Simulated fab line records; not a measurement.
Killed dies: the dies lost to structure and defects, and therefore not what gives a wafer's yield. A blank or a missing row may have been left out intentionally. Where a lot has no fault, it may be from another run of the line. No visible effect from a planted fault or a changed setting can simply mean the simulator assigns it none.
Matching of chambers    flow n5-finfet    N5_FIN_SAQP_HM_DEP_03 on pecvd-04: 3 sister chambers
The step deposits SiNx from SiH4/NH3/N2, target thk 38 nm, time 33.6 s. 33 wafers are shown with their chamber, then 12 later ones without.

EACH WAFER AND ITS CHAMBER
wafer   chamber  showerhead-plenum-p-Torr (Torr)  throttle-valve-pct (%)  heater-power-w (W)
L078.1  2        5.16                             40.1                    986
L078.4  2        5.17                             40.0                    997
L078.6  0        5.07                             39.6                    993
L079.2  2        5.17                             40.2                    969
L079.3  1        5.02                             42.2                    895
L079.4  1        5.00                             42.4                    715
L081.1  1        5.01                             42.0                    847
L081.2  2        5.16                             39.7                    931
L081.6  2        5.17                             40.0                    960
L083.1  2        5.17                             39.9                    942
L083.2  1        5.01                             42.1                    751
L083.3  2        5.18                             40.0                    925
L083.4  1        5.00                             42.2                    757
L083.5  1        5.01                             42.4                    756
L083.6  2        5.17                             39.6                    939
L084.1  1        5.01                             42.0                    854
L084.3  1        5.01                             42.0                    867
L084.5  2        5.17                             40.3                    987
L085.2  0        5.08                             39.7                    1084
L085.3  1        5.00                             42.0                    814
L085.6  1        5.01                             42.3                    825
L086.3  1        5.01                             42.1                    832
L086.5  0        5.07                             39.5                    926
L086.6  1        5.01                             42.0                    863
L088.1  1        5.01                             42.4                    787
L088.5  2        5.18                             40.1                    895
L088.6  1        5.02                             42.2                    790
L089.1  1        5.02                             42.1                    871
L089.2  0        5.09                             39.6                    1003
L089.5  0        5.07                             39.6                    990
L091.3  1        5.00                             42.1                    878
L091.4  1        5.01                             42.0                    878
L091.6  0        5.08                             39.7                    1097

SIGNATURES, as means of the wafers listed above
reading                   chamber 0  chamber 1  chamber 2  scatter within a chamber
showerhead-plenum-p-Torr  5.0767     5.0094     5.1700     0.0069
throttle-valve-pct        39.617     42.147     39.990     0.163
heater-power-w            1015.50    822.35     953.10     50.6
Rule: for a wafer and a chamber, the distance is found by dividing, reading by reading, the gap between the wafer's reading and the chamber's mean by the reading's scatter, squaring, summing and taking the root. The wafer belongs to the nearest chamber; if the next one is less than 2 further off, it can't be placed. The scatter is the square root of a quotient: the sum, over the shown wafers, of each reading's squared deviation from its chamber's mean, divided by wafers minus chambers.

WAFERS MISSING THEIR CHAMBER
wafer   showerhead-plenum-p-Torr (Torr)  throttle-valve-pct (%)  heater-power-w (W)
L094.1  5.17                             39.9                    817
L094.3  4.99                             42.1                    725
L094.4  5.00                             42.3                    755
L095.1  5.15                             39.9                    950
L095.3  5.08                             39.8                    1035
L095.6  5.08                             40.1                    1001
L096.1  5.09                             39.7                    995
L096.5  5.02                             42.3                    729
L096.6  5.08                             39.9                    1016
L097.2  5.17                             40.1                    972
L097.3  5.07                             39.9                    982
L097.6  5.17                             40.0                    966

WHICH CHAMBER EACH WENT THROUGH
wafer   from the rows above  in truth
L094.1  2                    2
L094.3  1                    1
L094.4  1                    1
L095.1  2                    2
L095.3  0                    0
L095.6  0                    0
L096.1  0                    0
L096.5  1                    1
L096.6  0                    0
L097.2  2                    2
L097.3  0                    0
L097.6  2                    2
Correctly placed: 12 of 12. Number that these rows cannot place: 0. 0 placed wrongly.
